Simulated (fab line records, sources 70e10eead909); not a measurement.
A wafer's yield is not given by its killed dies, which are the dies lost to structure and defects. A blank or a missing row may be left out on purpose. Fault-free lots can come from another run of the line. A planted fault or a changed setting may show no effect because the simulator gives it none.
fab line records	flow nand_harc
[record] lots = 13	wafers = 39	last_day = 32
route steps=1302 shown A_CHANNEL_HOLE_D2@607 A_CHANNEL_FILL_D2@613 A_STAIRCASE@639 END@1302
lots that met no fault: taken from a fault-free run of the same line
start_h: hours from the record's opening day to when the first of the lot's shown wafers began	wait_h: time in hours since the lot's previous step	" the same as in the row above	L1.1+2: a row that stands for several wafers	- no value, or no start given	* or withheld: withheld	< > ~ a bound
route shown NAME@n: NAME is a module with steps in the file, n the number in the route of the first one	usual: mean/standard deviation of fault-free wafers	same: alike in all rows	chamber/n: place in a boat	sites: readings site by site	_std_site: the values' standard deviation	_edge_site: inner sites' mean taken away from outer sites' mean	radius_mm: how far each site lies from the wafer's centre	mask NAME#n: copy n	behind: tool/chamber where the wafer was last shaped	hold: what put the lot on hold/how long, in hours/how the hold closed	device: whichever transistor did not switch (one of n, p or np)	end of line: the tests these same wafers got at the end of their route	for a step that has no rows: nothing shown but its recipe	killed: count of dies lost to structure and defects at first sort (not the wafer's yield)	map: dies across one wafer; x = killed, . = not, _ = none there
set.NAME: setting as actually run; set.NAME@STEP: the setting as run at that earlier step	model.NAME: the simulator's own value behind a step, which no gauge read
route steps across a sampled set of lots; one table per step, one row per wafer
services: from which hour (start_h, from the record's first day; less than 0 if before it) a tool's chamber was out of use, for how many hours, and why
[[steps]]
[step NHARC_A_CHANNEL_HOLE_D2_CD_MEAS_31]
[usual] cd_nm = 89.3/1.6
lot.wafer	tool	chamber	start_h	wait_h	cd_nm
L602.1	cd_sem-03	-	295.95	-	88.0
L602.2	"	-	"	"	90.7
L602.6	"	-	"	"	91.4
L603.1	cd_sem-03	-	320.48	-	89.4
L603.4	"	-	"	"	89.0
L603.5	"	-	"	"	90.4
L605.2	cd_sem-01	-	324.60	-	88.5
L605.4	"	-	"	"	91.4
L605.5	"	-	"	"	90.0
L606.1	cd_sem-02	-	337.53	-	88.9
L606.2	"	-	"	"	91.1
L606.6	"	-	"	"	87.0
L608.1	cd_sem-03	-	356.96	-	90.5
L608.2	"	-	"	"	90.0
L608.6	"	-	"	"	90.3
L610.3	cd_sem-01	-	378.39	-	90.9
L610.4	"	-	"	"	92.7
L610.5	"	-	"	"	89.7
L611.3	cd_sem-02	-	395.13	-	90.3
L611.4	"	-	"	"	86.5
L611.6	"	-	"	"	89.7
L613.2	cd_sem-01	-	414.40	-	92.4
L613.3	"	-	"	"	88.6
L613.6	"	-	"	"	88.2
L620.2	cd_sem-02	-	480.92	-	89.6
L620.4	"	-	"	"	88.6
L620.6	"	-	"	"	91.6
L621.1	cd_sem-03	-	484.52	-	89.4
L621.2	"	-	"	"	86.7
L621.5	"	-	"	"	90.8
L622.1	cd_sem-02	-	490.35	-	87.6
L622.2	"	-	"	"	87.2
L622.3	"	-	"	"	86.5
L624.1	cd_sem-03	-	515.15	-	89.4
L624.4	"	-	"	"	88.3
L624.6	"	-	"	"	89.1
L625.1	cd_sem-03	-	521.10	-	89.8
L625.3	"	-	"	"	92.6
L625.5	"	-	"	"	92.7
[step NHARC_A_CHANNEL_FILL_D2_ALD_03]
[recipe] target_thk_a = 60	pulse_time_s = 60	ald_cycles = 58	temp_c = 630	pressure_torr = 2	material = SiNx
[usual] precursor_pulse_height_rel = 0.999/0.017
lot.wafer	tool	chamber	start_h	wait_h	precursor_pulse_height_rel
L602.1	ald_sin_batch-01	0	-	-	1.034
L602.2	"	0	"	"	1.020
L602.6	"	0	"	"	1.012
L603.1	ald_sin_batch-02	0	-	-	0.963
L603.4	"	0	"	"	1.013
L603.5	"	0	"	"	1.001
L605.2	ald_sin_batch-01	0	-	-	0.976
L605.4	"	0	"	"	0.976
L605.5	"	0	"	"	0.997
L606.1	ald_sin_batch-01	0	-	-	1.027
L606.2	"	0	"	"	0.976
L606.6	"	0	"	"	0.979
L608.1	ald_sin_batch-01	0	-	-	1.021
L608.2	"	0	"	"	0.986
L608.6	"	0	"	"	1.023
L610.3	ald_sin_batch-01	0	-	-	0.989
L610.4	"	0	"	"	1.028
L610.5	"	0	"	"	0.963
L611.3	ald_sin_batch-02	0	-	-	1.012
L611.4	"	0	"	"	1.011
L611.6	"	0	"	"	1.001
L613.2	ald_sin_batch-03	0	-	-	0.993
L613.3	"	0	"	"	0.981
L613.6	"	0	"	"	0.993
L620.2	ald_sin_batch-03	0	-	-	1.008
L620.4	"	0	"	"	0.991
L620.6	"	0	"	"	1.001
L621.1	ald_sin_batch-02	0	-	-	1.001
L621.2	"	0	"	"	1.006
L621.5	"	0	"	"	1.001
L622.1	ald_sin_batch-01	0	-	-	1.018
L622.2	"	0	"	"	1.001
L622.3	"	0	"	"	1.007
L624.1	ald_sin_batch-02	0	-	-	1.004
L624.4	"	0	"	"	1.007
L624.6	"	0	"	"	0.987
L625.1	ald_sin_batch-02	0	-	-	1.008
L625.3	"	0	"	"	1.003
L625.5	"	0	"	"	0.999
[step NHARC_A_STAIRCASE_DEP_156]
[recipe] target_thk_a = 500	temp_c = 400	target_thk_nm = 50	flow_sccm = 200	rf_w = 450	material = SiNx
[usual] heater_power_outer_w = 446/51	heater_power_w = 755/78
lot.wafer	tool	chamber	start_h	wait_h	heater_power_outer_w	heater_power_w
L602.2	pecvd-02	0	346.39	0.1	434	723
L602.1	"	2	"	"	496	730
L602.6	"	1	"	"	484	736
L603.1	pecvd-04	2	370.77	0.1	448	725
L603.4	"	1	"	"	431	684
L603.5	"	2	"	"	437	742
L605.2	pecvd-04	2	376.76	0.1	456	754
L605.4	"	2	"	"	346	599
L605.5	"	1	"	"	368	605
L606.1	pecvd-03	1	388.41	0.1	401	684
L606.2	"	2	"	"	454	799
L606.6	"	0	"	"	381	688
L608.2	pecvd-04	1	408.90	0.3	434	698
L608.1	"	2	"	"	408	692
L608.6	"	2	"	"	414	692
L610.3	pecvd-03	0	430.68	0.1	436	770
L610.4	"	1	"	"	403	706
L610.5	"	0	"	"	435	748
L611.3	pecvd-03	0	443.58	0.1	443	778
L611.6	"	1	"	"	379	658
L611.4	"	0	"	"	457	769
L613.2	pecvd-03	0	466.81	0.1	417	745
L613.3	"	2	"	"	471	820
L613.6	"	2	"	"	472	841
L621.1	pecvd-02	2	532.22	0.1	-	-
L621.2	"	0	"	"	-	-
L621.5	"	2	"	"	-	-
L620.2	pecvd-04	1	532.25	0.1	-	-
L620.4	"	0	"	"	-	-
L620.6	"	2	"	"	-	-
L622.2	pecvd-02	2	541.21	0.1	-	-
L622.1	"	0	"	"	-	-
L622.3	"	1	"	"	-	-
L624.1	pecvd-03	0	564.55	0.1	451	768
L624.4	"	2	"	"	473	835
L624.6	"	0	"	"	458	740
L625.3	pecvd-03	0	569.82	0.1	402	730
L625.1	"	1	"	"	439	760
L625.5	"	0	"	"	412	719
[step NHARC_A_STAIRCASE_STRIP_171]
[recipe] power_w = 1500	temp_c = 250	chemistry = O2
[usual] drypump_motor_current_A = 5.15/0.25	heater_power_w = 347/36	rf_refl_power_W = 20/5.3	temp_c = 250.02/0.15
lot.wafer	tool	chamber	start_h	wait_h	drypump_motor_current_A	heater_power_w	rf_hours_counter_h	rf_refl_power_W	temp_c
L602.2	plasma_asher-02	0	347.70	-	5.20	313	21	-	250.20
L602.1	"	1	"	"	4.87	342	21	-	250.12
L602.6	"	0	"	"	5.21	316	-	-	250.28
L603.1	plasma_asher-01	1	372.08	-	5.59	402	5	-	250.33
L603.4	"	0	"	"	5.03	326	-	-	250.06
L603.5	"	0	"	"	5.04	329	-	-	249.94
L605.2	plasma_asher-02	1	378.14	-	4.84	343	28	-	250.00
L605.4	"	0	"	"	5.21	318	-	-	249.87
L605.5	"	0	"	"	5.21	305	-	-	250.00
L606.1	plasma_asher-02	0	389.71	-	5.20	313	31	-	249.85
L606.2	"	1	"	"	4.87	347	31	-	250.19
L606.6	"	0	"	"	5.19	306	-	-	249.82
L608.1	plasma_asher-01	0	410.15	-	4.99	323	10	11	250.01
L608.2	"	1	"	"	5.57	411	10	23	250.18
L608.6	"	1	"	"	5.57	406	-	22	250.11
L610.4	plasma_asher-01	0	432.10	-	5.03	322	-	-	249.95
L610.3	"	1	"	"	5.58	417	-	-	249.97
L610.5	"	0	"	"	5.01	314	-	-	249.82
L611.3	plasma_asher-02	0	444.91	-	5.21	323	-	18	250.12
L611.4	"	1	"	"	4.86	337	-	26	250.13
L611.6	"	0	"	"	5.19	317	-	18	249.88
L613.2	plasma_asher-01	0	468.36	-	5.02	332	23	12	250.08
L613.3	"	1	"	"	5.54	407	-	23	250.20
L613.6	"	0	"	"	5.04	322	-	12	250.03
L621.1	plasma_asher-01	1	533.52	-	5.60	417	1	-	249.87
L621.2	"	0	"	"	5.04	322	1	-	250.08
L621.5	"	1	"	"	5.58	414	-	-	250.08
L620.2	plasma_asher-02	0	533.72	-	5.20	323	22	18	250.05
L620.4	"	0	"	"	5.19	326	-	18	249.99
L620.6	"	0	"	"	5.20	321	-	17	249.66
L622.2	plasma_asher-01	0	542.56	-	4.99	323	2	12	250.02
L622.1	"	1	"	"	5.56	411	2	23	250.07
L622.3	"	0	"	"	5.00	320	-	11	249.94
L624.1	plasma_asher-01	1	565.86	-	5.56	416	7	23	250.26
L624.4	"	0	"	"	5.05	317	-	12	250.08
L624.6	"	0	"	"	5.06	326	-	12	249.94
L625.1	plasma_asher-02	0	571.72	-	5.19	310	30	17	249.94
L625.3	"	0	"	"	5.19	312	-	18	250.01
L625.5	"	0	"	"	5.18	321	-	17	250.05
[step NHARC_END_SORT_01]
[recipe] temp_c = 25
[usual] killed_at_array = 56/19	killed_at_other = 0.6/1	killed_at_periphery = 3.9/2.7	killed_dies = 61/19	killed_open = 3.3/1.9	killed_short = 2.4/1.7
[same] gross_dies = 677
lot.wafer	tool	chamber	start_h	wait_h	hold	killed_at_array	killed_at_other	killed_at_periphery	killed_dies	killed_open	killed_short
L602.1	prober-01	0	566.09	2.5	-	59	0	9	68	4	2
L602.2	prober-01	0	566.90	2.8	-	46	1	4	51	1	1
L602.6	prober-01	0	570.13	4.0	-	46	1	13	60	6	3
L603.1	prober-01	0	585.96	2.5	-	26	0	2	28	4	0
L603.4	prober-01	0	588.37	3.4	-	29	1	2	32	1	3
L603.5	prober-01	0	589.17	3.7	-	26	1	5	32	2	0
L605.2	prober-02	0	588.96	2.8	-	68	0	2	70	4	2
L605.4	prober-02	0	590.57	3.4	-	75	0	1	76	3	4
L605.5	prober-02	0	591.37	3.7	-	59	0	1	60	2	1
L606.1	prober-01	0	593.76	2.5	-	52	0	3	55	1	4
L606.2	prober-01	0	594.58	2.8	-	39	0	0	39	0	1
L606.6	prober-01	0	597.83	4.1	-	49	1	1	51	3	5
L610.3	prober-02	0	639.64	3.1	-	26	0	8	34	2	3
L610.4	prober-02	0	640.44	3.4	-	27	0	6	33	2	0
L610.5	prober-02	0	641.23	3.7	-	35	0	2	37	5	4
L608.1	prober-02	0	645.79	2.5	-	51	0	1	52	2	4
L608.2	prober-02	0	646.59	2.8	-	62	0	2	64	4	3
L608.6	prober-02	0	649.81	4.0	-	64	0	0	64	2	4
L611.3	prober-01	0	654.64	3.1	-	33	0	2	35	4	3
L611.4	prober-01	0	655.45	3.4	-	25	0	2	27	3	1
L611.6	prober-01	0	657.07	4.0	-	32	3	2	37	4	1
L613.2	prober-01	0	684.00	2.8	-	38	0	4	42	2	0
L613.3	prober-01	0	684.80	3.1	-	36	0	4	40	6	3
L613.6	prober-01	0	687.18	4.0	-	41	0	3	44	5	2
L621.1	prober-02	0	742.96	2.5	await_dispo/2.6h/scrap	587	0	1	588	7	2
L621.2	prober-02	0	743.76	2.8	await_dispo/2.6h/scrap	549	0	4	553	4	1
L621.5	prober-02	0	746.15	3.7	await_dispo/2.6h/scrap	575	0	5	580	1	5
L620.2	prober-01	0	743.73	2.8	await_dispo/3.9h/scrap	566	1	8	575	5	3
L620.4	prober-01	0	745.31	3.4	await_dispo/3.9h/scrap	553	1	4	558	2	3
L620.6	prober-01	0	746.90	4.0	await_dispo/3.9h/scrap	557	0	5	562	5	0
L622.1	prober-02	0	765.02	2.5	await_dispo/4.3h/scrap	594	0	1	595	4	1
L622.2	prober-02	0	765.81	2.8	await_dispo/4.3h/scrap	554	0	3	557	6	2
L622.3	prober-02	0	766.61	3.1	await_dispo/4.3h/scrap	548	0	4	552	2	4
L624.1	prober-01	0	771.49	2.5	-	53	0	13	66	2	6
L624.4	prober-01	0	773.89	3.4	-	37	2	5	44	3	0
L624.6	prober-01	0	775.49	4.0	-	50	0	3	53	5	2
L625.1	prober-02	0	772.83	2.5	-	69	0	6	75	2	7
L625.3	prober-02	0	774.44	3.1	-	75	0	0	75	2	6
L625.5	prober-02	0	776.06	3.7	-	79	0	9	88	3	1
// killed by level:class
L602.1 A_CHANNEL_HOLE_D1:chamber_film_flake=31 A_CHANNEL_HOLE_D2:chamber_film_flake=9 A_CONTACT:chamber_film_flake=5 A_STAIRCASE:chamber_film_flake=4 P_ZERO_WELL:chamber_film_flake=3 A_WL_FILL:chamber_film_flake=3 P_CONTACT:geometric_particle:open=2 A_CHANNEL_FILL_D2:geometric_particle:short=2
L602.2 A_CHANNEL_HOLE_D1:chamber_film_flake=27 A_CONTACT:chamber_film_flake=6 A_CHANNEL_HOLE_D2:chamber_film_flake=4 P_M1:chamber_film_flake=3 A_ZERO_WELL:chamber_film_flake=2 A_STAIRCASE:chamber_film_flake=2 A_DECK1_JOINT:chamber_film_flake=2 A_WL_FILL:geometric_particle:short=1
L602.6 A_CHANNEL_HOLE_D1:chamber_film_flake=30 P_ZERO_WELL:chamber_film_flake=5 A_STAIRCASE:chamber_film_flake=5 P_M1:chamber_film_flake=3 A_CHANNEL_HOLE_D2:chamber_film_flake=3 P_M0:geometric_particle:open=2 A_WL_FILL:geometric_particle:open=2 P_CONTACT:geometric_particle:short=1
L603.1 A_STAIRCASE:chamber_film_flake=8 A_CONTACT:chamber_film_flake=5 A_WL_FILL:chamber_film_flake=3 A_CONTACT:unspecified=3 A_CHANNEL_HOLE_D1:chamber_film_flake=2 P_CONTACT:geometric_particle:open=1 A_DECK1_JOINT:geometric_particle:open=1 A_CHANNEL_FILL_D2:geometric_particle:open=1
L603.4 A_CHANNEL_HOLE_D2:chamber_film_flake=9 A_STAIRCASE:chamber_film_flake=9 A_CONTACT:chamber_film_flake=4 A_CONTACT:geometric_particle:short=2 P_BONDPAD:chamber_film_flake=2 A_WL_FILL:geometric_particle:short=1 A_BLC:geometric_particle:open=1 A_CHANNEL_HOLE_D1:chamber_film_flake=1
L605.2 A_SLIT:chamber_film_flake=28 A_CHANNEL_HOLE_D1:chamber_film_flake=27 A_CHANNEL_HOLE_D2:chamber_film_flake=5 A_CONTACT:chamber_film_flake=2 A_SOURCE_PLATE:geometric_particle:open=1 A_CHANNEL_FILL_D1:geometric_particle:short=1 A_CHANNEL_FILL_D1:geometric_particle:open=1 A_CHANNEL_FILL_D2:geometric_particle:open=1
L603.5 A_CHANNEL_HOLE_D2:chamber_film_flake=7 A_CONTACT:chamber_film_flake=7 A_CONTACT:unspecified=5 P_BONDPAD:chamber_film_flake=3 A_STAIRCASE:chamber_film_flake=3 P_GATE:chamber_film_flake=2 A_CHANNEL_FILL_D2:geometric_particle:open=1 A_STAIRCASE:geometric_particle:open=1
L605.4 A_CHANNEL_HOLE_D1:chamber_film_flake=28 A_SLIT:chamber_film_flake=25 A_CHANNEL_HOLE_D2:chamber_film_flake=10 A_STAIRCASE:chamber_film_flake=3 A_WL_FILL:geometric_particle:short=2 A_CONTACT:chamber_film_flake=2 P_GATE:geometric_particle:open=1 A_DECK1_JOINT:geometric_particle:open=1
L605.5 A_CHANNEL_HOLE_D1:chamber_film_flake=27 A_SLIT:chamber_film_flake=18 A_STAIRCASE:chamber_film_flake=4 A_CONTACT:chamber_film_flake=4 A_DECK1_JOINT:geometric_particle:short=1 A_CHANNEL_FILL_D2:geometric_particle:open=1 A_WL_FILL:geometric_particle:open=1 P_ZERO_WELL:chamber_film_flake=1
L606.1 A_CHANNEL_HOLE_D2:chamber_film_flake=42 A_CONTACT:chamber_film_flake=3 P_GATE:geometric_particle:short=1 P_GATE:geometric_particle:open=1 A_ONON_D1:geometric_particle:short=1 A_STAIRCASE:geometric_particle:short=1 A_CONTACT:geometric_particle:short=1 P_GATE:chamber_film_flake=1
L606.2 A_CHANNEL_HOLE_D2:chamber_film_flake=32 A_STAIRCASE:chamber_film_flake=2 A_CONTACT:chamber_film_flake=2 A_ONON_D2:geometric_particle:short=1 A_CHANNEL_HOLE_D1:chamber_film_flake=1 A_DECK1_JOINT:chamber_film_flake=1
L606.6 A_CHANNEL_HOLE_D2:chamber_film_flake=38 A_CONTACT:chamber_film_flake=3 A_CHANNEL_FILL_D2:geometric_particle:open=2 A_SOURCE_PLATE:geometric_particle:short=1 A_CHANNEL_FILL_D1:geometric_particle:short=1 A_CHANNEL_HOLE_D2:geometric_particle:short=1 A_WL_FILL:geometric_particle:short=1 A_BLC:geometric_particle:open=1
L610.3 A_CHANNEL_HOLE_D2:chamber_film_flake=12 P_GATE:chamber_film_flake=7 A_CHANNEL_HOLE_D1:chamber_film_flake=4 A_WL_FILL:chamber_film_flake=3 P_STI:geometric_particle:open=1 A_ONON_D1:geometric_particle:short=1 A_DECK1_JOINT:geometric_particle:short=1 A_CHANNEL_HOLE_D2:geometric_particle:open=1
L610.4 A_CHANNEL_HOLE_D2:chamber_film_flake=13 P_GATE:chamber_film_flake=5 A_CHANNEL_HOLE_D1:chamber_film_flake=5 A_CHANNEL_FILL_D1:chamber_film_flake=2 A_STAIRCASE:chamber_film_flake=2 A_WL_FILL:chamber_film_flake=2 P_M1:geometric_particle:open=1 A_WL_FILL:geometric_particle:open=1
L610.5 A_CHANNEL_HOLE_D2:chamber_film_flake=9 A_CHANNEL_FILL_D1:chamber_film_flake=4 A_CHANNEL_FILL_D2:geometric_particle:short=3 A_CHANNEL_HOLE_D1:chamber_film_flake=3 A_STAIRCASE:chamber_film_flake=3 P_GATE:chamber_film_flake=2 A_DECK1_JOINT:chamber_film_flake=2 A_WL_FILL:chamber_film_flake=2
L608.1 A_SLIT:chamber_film_flake=24 A_CHANNEL_HOLE_D2:chamber_film_flake=13 A_STAIRCASE:chamber_film_flake=5 A_CHANNEL_HOLE_D1:chamber_film_flake=2 A_CONTACT:chamber_film_flake=2 P_STI:geometric_particle:short=1 A_ONON_D2:geometric_particle:short=1 A_CHANNEL_FILL_D2:geometric_particle:short=1
L608.2 A_SLIT:chamber_film_flake=39 A_CHANNEL_HOLE_D2:chamber_film_flake=9 A_ONON_D2:geometric_particle:open=3 A_CONTACT:chamber_film_flake=3 A_SOURCE_PLATE:geometric_particle:short=1 A_CHANNEL_HOLE_D1:geometric_particle:open=1 A_ONON_D2:geometric_particle:short=1 A_CHANNEL_FILL_D2:geometric_particle:short=1
L608.6 A_SLIT:chamber_film_flake=34 A_CHANNEL_HOLE_D2:chamber_film_flake=12 A_CHANNEL_HOLE_D1:chamber_film_flake=6 A_CONTACT:chamber_film_flake=5 A_M0:geometric_particle:open=2 A_SOURCE_PLATE:geometric_particle:short=1 A_ONON_D1:geometric_particle:short=1 A_CHANNEL_HOLE_D1:geometric_particle:short=1
L611.3 A_CHANNEL_HOLE_D2:chamber_film_flake=15 A_CHANNEL_HOLE_D1:chamber_film_flake=7 P_CONTACT:geometric_particle:open=2 A_CHANNEL_FILL_D2:chamber_film_flake=2 A_STAIRCASE:chamber_film_flake=2 A_CHANNEL_HOLE_D1:geometric_particle:open=1 A_CHANNEL_HOLE_D1:geometric_particle:short=1 A_CHANNEL_FILL_D1:geometric_particle:short=1
L611.4 A_CHANNEL_HOLE_D2:chamber_film_flake=11 A_CHANNEL_FILL_D2:chamber_film_flake=5 A_DECK1_JOINT:chamber_film_flake=3 P_M1:geometric_particle:open=1 A_CHANNEL_FILL_D2:geometric_particle:open=1 A_WL_FILL:geometric_particle:open=1 A_BLC:geometric_particle:short=1 P_ZERO_WELL:chamber_film_flake=1
L611.6 A_CHANNEL_HOLE_D2:chamber_film_flake=16 A_CHANNEL_FILL_D2:chamber_film_flake=5 A_SLIT:chamber_film_flake=5 A_CHANNEL_HOLE_D1:chamber_film_flake=2 A_CONTACT:chamber_film_flake=2 THIN_TSV:chamber_film_flake=2 P_GATE:geometric_particle:open=1 P_CONTACT:geometric_particle:open=1
L613.2 A_SLIT:chamber_film_flake=30 A_CHANNEL_HOLE_D1:chamber_film_flake=6 P_GATE:chamber_film_flake=2 P_CONTACT:geometric_particle:open=1 A_CHANNEL_FILL_D2:geometric_particle:open=1 P_ZERO_WELL:chamber_film_flake=1 A_STAIRCASE:chamber_film_flake=1
L613.3 A_SLIT:chamber_film_flake=18 A_CHANNEL_HOLE_D1:chamber_film_flake=8 P_GATE:chamber_film_flake=3 A_CHANNEL_FILL_D1:geometric_particle:open=2 A_CONTACT:geometric_particle:open=2 A_SOURCE_PLATE:geometric_particle:short=1 A_DECK1_JOINT:geometric_particle:open=1 A_ONON_D2:geometric_particle:short=1
L613.6 A_SLIT:chamber_film_flake=26 A_CHANNEL_HOLE_D1:chamber_film_flake=5 A_M0:geometric_particle:open=3 A_STAIRCASE:chamber_film_flake=2 A_SOURCE_PLATE:geometric_particle:short=1 A_ONON_D2:geometric_particle:short=1 A_CHANNEL_HOLE_D2:geometric_particle:open=1 A_SGD_CUT:geometric_particle:open=1
L621.1 A_STAIRCASE:area_dep=526 A_CHANNEL_HOLE_D1:chamber_film_flake=22 A_CHANNEL_HOLE_D2:chamber_film_flake=18 A_SLIT:chamber_film_flake=6 A_CONTACT:chamber_film_flake=4 A_ZERO_WELL:chamber_film_flake=2 P_GATE:geometric_particle:open=1 A_CHANNEL_HOLE_D1:geometric_particle:open=1
L620.2 A_STAIRCASE:area_dep=504 A_SLIT:chamber_film_flake=29 A_CHANNEL_HOLE_D1:chamber_film_flake=10 A_SGD_CUT:chamber_film_flake=10 P_M1:chamber_film_flake=3 A_CONTACT:chamber_film_flake=3 A_SGD_CUT:geometric_particle:short=2 P_ZERO_WELL:chamber_film_flake=2
L621.2 A_STAIRCASE:area_dep=471 A_CHANNEL_HOLE_D1:chamber_film_flake=40 A_CHANNEL_HOLE_D2:chamber_film_flake=21 A_SLIT:chamber_film_flake=5 P_GATE:chamber_film_flake=3 A_STAIRCASE:chamber_film_flake=3 A_M0:geometric_particle:open=2 A_WL_FILL:chamber_film_flake=2
L620.4 A_STAIRCASE:area_dep=504 A_SLIT:chamber_film_flake=18 A_CHANNEL_HOLE_D1:chamber_film_flake=9 A_SGD_CUT:chamber_film_flake=9 A_CONTACT:chamber_film_flake=4 A_STAIRCASE:chamber_film_flake=3 A_DECK1_JOINT:geometric_particle:short=2 P_ZERO_WELL:chamber_film_flake=2
L621.5 A_STAIRCASE:area_dep=507 A_CHANNEL_HOLE_D1:chamber_film_flake=30 A_CHANNEL_HOLE_D2:chamber_film_flake=26 A_CONTACT:chamber_film_flake=3 A_ONON_D2:geometric_particle:short=2 P_GATE:chamber_film_flake=2 A_SLIT:chamber_film_flake=2 P_CONTACT:geometric_particle:open=1
L620.6 A_STAIRCASE:area_dep=511 A_SLIT:chamber_film_flake=27 A_SGD_CUT:chamber_film_flake=6 A_CONTACT:chamber_film_flake=4 A_CHANNEL_HOLE_D1:chamber_film_flake=3 A_ONON_D1:geometric_particle:open=2 P_M1:chamber_film_flake=2 A_STAIRCASE:chamber_film_flake=2
L622.1 A_STAIRCASE:area_dep=516 A_SLIT:chamber_film_flake=33 A_CHANNEL_HOLE_D2:chamber_film_flake=17 A_CHANNEL_HOLE_D1:chamber_film_flake=9 A_STAIRCASE:chamber_film_flake=6 A_CONTACT:chamber_film_flake=5 A_CHANNEL_FILL_D1:geometric_particle:open=2 A_DECK1_JOINT:chamber_film_flake=2
L622.2 A_STAIRCASE:area_dep=478 A_CHANNEL_HOLE_D2:chamber_film_flake=24 A_SLIT:chamber_film_flake=22 A_CHANNEL_HOLE_D1:chamber_film_flake=14 A_CONTACT:chamber_film_flake=5 P_BONDPAD:chamber_film_flake=3 A_SOURCE_PLATE:geometric_particle:open=2 A_DECK1_JOINT:chamber_film_flake=2
L622.3 A_STAIRCASE:area_dep=468 A_CHANNEL_HOLE_D2:chamber_film_flake=26 A_SLIT:chamber_film_flake=23 A_CHANNEL_HOLE_D1:chamber_film_flake=16 A_STAIRCASE:chamber_film_flake=4 A_DECK1_JOINT:chamber_film_flake=3 A_CONTACT:chamber_film_flake=3 P_GATE:chamber_film_flake=2
L624.1 A_SLIT:chamber_film_flake=30 P_STI:chamber_film_flake=11 A_CHANNEL_HOLE_D2:chamber_film_flake=5 A_CONTACT:chamber_film_flake=4 A_WL_FILL:geometric_particle:short=3 A_CHANNEL_HOLE_D1:chamber_film_flake=3 A_STAIRCASE:chamber_film_flake=2 P_M0:geometric_particle:short=1
L625.1 A_CHANNEL_HOLE_D2:chamber_film_flake=22 A_CONTACT:chamber_film_flake=17 A_SLIT:chamber_film_flake=8 A_CHANNEL_HOLE_D1:chamber_film_flake=6 A_ZERO_WELL:chamber_film_flake=4 A_WL_FILL:geometric_particle:short=2 P_ZERO_WELL:chamber_film_flake=2 P_STI:chamber_film_flake=2
L624.4 A_SLIT:chamber_film_flake=22 A_CONTACT:chamber_film_flake=5 P_STI:chamber_film_flake=4 A_STAIRCASE:chamber_film_flake=4 A_ZERO_WELL:chamber_film_flake=2 THIN_TSV:chamber_film_flake=2 P_CONTACT:geometric_particle:open=1 A_ONON_D2:geometric_particle:open=1
L625.3 A_CHANNEL_HOLE_D2:chamber_film_flake=24 A_CHANNEL_HOLE_D1:chamber_film_flake=23 A_CONTACT:chamber_film_flake=14 A_ONON_D1:geometric_particle:short=2 A_CHANNEL_FILL_D1:geometric_particle:short=2 A_ZERO_WELL:chamber_film_flake=2 A_SLIT:chamber_film_flake=2 A_DECK1_JOINT:geometric_particle:open=1
L624.6 A_SLIT:chamber_film_flake=33 A_CHANNEL_HOLE_D2:chamber_film_flake=4 A_CONTACT:chamber_film_flake=3 A_CHANNEL_FILL_D1:geometric_particle:open=2 P_STI:chamber_film_flake=2 A_CHANNEL_HOLE_D1:chamber_film_flake=2 P_M1:geometric_particle:open=1 A_CHANNEL_FILL_D2:geometric_particle:short=1
L625.5 A_CHANNEL_HOLE_D1:chamber_film_flake=24 A_CHANNEL_HOLE_D2:chamber_film_flake=22 A_CONTACT:chamber_film_flake=13 A_SLIT:chamber_film_flake=8 P_ZERO_WELL:chamber_film_flake=5 A_STAIRCASE:chamber_film_flake=4 A_ZERO_WELL:chamber_film_flake=4 A_CHANNEL_FILL_D1:geometric_particle:open=2
[[services]]
tool	chamber	start_h	hours	kind
plasma_asher-02	-	312.91	0.8	repair
pecvd-04	0	324.58	17.6	repair
plasma_asher-01	-	331.40	9.0	repair
plasma_asher-01	-	342.08	9.0	pm
plasma_asher-01	0	342.08	9.0	vent_cycle
plasma_asher-01	1	342.08	9.0	vent_cycle
plasma_asher-01	0	351.08	-	clean
plasma_asher-01	1	351.08	-	clean
ald_sin_batch-03	-	359.59	6.2	repair
pecvd-03	-	366.27	13.0	pm
plasma_asher-01	-	380.76	10.4	repair
ald_sin_batch-03	-	395.50	8.7	repair
pecvd-04	1	400.76	5.7	repair
pecvd-02	-	408.30	13.0	pm
plasma_asher-02	-	426.13	9.0	pm
pecvd-04	-	450.04	13.0	pm
plasma_asher-01	-	461.79	0.8	repair
plasma_asher-02	-	479.96	2.6	repair
ald_sin_batch-01	-	506.02	26.0	pm
plasma_asher-01	-	519.08	9.0	pm
plasma_asher-01	0	519.08	9.0	vent_cycle
pecvd-03	0	521.68	3.0	repair
pecvd-03	-	547.45	13.0	pm
ald_sin_batch-01	-	563.06	3.3	repair
[[key]]
[first_sign] step = NHARC_A_STAIRCASE_DEP_156	reading = tool_record	direction = missing
[effect] step = NHARC_END_SORT_01	reading = killed_dies	direction = up	sigmas = 27	usual = 61	struck = 569
[more_kills_born_at] NHARC_A_STAIRCASE_DEP_156@pecvd-02 = 2966	NHARC_A_STAIRCASE_DEP_156@pecvd-04 = 1519
met_at NHARC_A_STAIRCASE_DEP_156
struck_lots L620,L621,L622
later_rows_left_out L620.2,L620.4,L620.6,L621.1,L621.2,L621.5,L622.1,L622.2,L622.3
tester_left_out L620,L621,L622
not_acting_at NHARC_A_CHANNEL_HOLE_D2_CD_MEAS_31,NHARC_A_CHANNEL_FILL_D2_ALD_03,NHARC_A_STAIRCASE_STRIP_171
onset_between 408.90 532.22
[fault] kind = skipped_step_whole	tool = pecvd-02,pecvd-04	chamber = -	onset_h = 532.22	steps = NHARC_A_STAIRCASE_DEP_156	scope = struck_lots_only
// tester_left_out: of these lots the tester's yield and bins aren't shown, on N5 and GAA mostly nor the transistor test; their killed dies are dies lost to structure and defects alone, not to doping, threshold or leakage, so they don't give the yield
// later_rows_left_out: the simulator's readings of these wafers behind a module that went badly wrong aren't trusted and aren't shown, but for the sort
